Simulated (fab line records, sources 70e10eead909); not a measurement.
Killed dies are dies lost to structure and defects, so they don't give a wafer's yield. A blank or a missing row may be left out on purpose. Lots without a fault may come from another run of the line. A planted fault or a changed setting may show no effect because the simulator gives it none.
Chamber matching | flow nand_harc | NHARC_A_STAIRCASE_DEP_156 on pecvd-01: 3 sister chambers
The step deposits SiNx, target thk 50 nm. 3 wafers are shown with their chamber, then 11 later ones without.

WAFERS WITH THEIR CHAMBER
wafer  | chamber | heater_power_w (W)
L086.2 | 2       | 510
L086.6 | 1       | 712
L089.1 | 0       | 669

WAFERS WITHOUT THEIR CHAMBER
wafer  | heater_power_w (W)
L089.3 | 617
L089.4 | 687
L094.1 | 758
L094.3 | 663
L094.6 | 611
L096.1 | 659
L096.3 | 770
L096.4 | 645
L097.2 | 507
L097.4 | 739
L097.5 | 615

WHICH CHAMBER EACH WENT THROUGH
wafer  | from the rows above          | in truth
L089.3 | can't be placed: 0 or 1 or 2 | 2
L089.4 | can't be placed: 0 or 1      | 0
L094.1 | can't be placed: 1 or 0      | 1
L094.3 | can't be placed: 0 or 1      | 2
L094.6 | can't be placed: 0 or 1 or 2 | 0
L096.1 | can't be placed: 0 or 1      | 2
L096.3 | can't be placed: 1 or 0      | 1
L096.4 | can't be placed: 0 or 1      | 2
L097.2 | 2                            | 2
L097.4 | can't be placed: 1 or 0      | 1
L097.5 | can't be placed: 0 or 1 or 2 | 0
Placed correctly: 1 of 11. Can't be placed from these rows: 10 (the true chamber is among the candidates in 7). Placed wrongly: 0.
How it was worked out, from the rows above alone: a wafer's distance from a chamber is the root of the sum, over the readings, of the square of ((its reading less the chamber's mean) divided by the reading's scatter). The wafer belongs to the nearest chamber; if the next one is less than 2 further off, it can't be placed. A chamber's mean is the mean of its shown wafers. The scatter: with one shown wafer a chamber, the root of the mean of the squares of how far each hidden wafer lies from its nearest shown one.
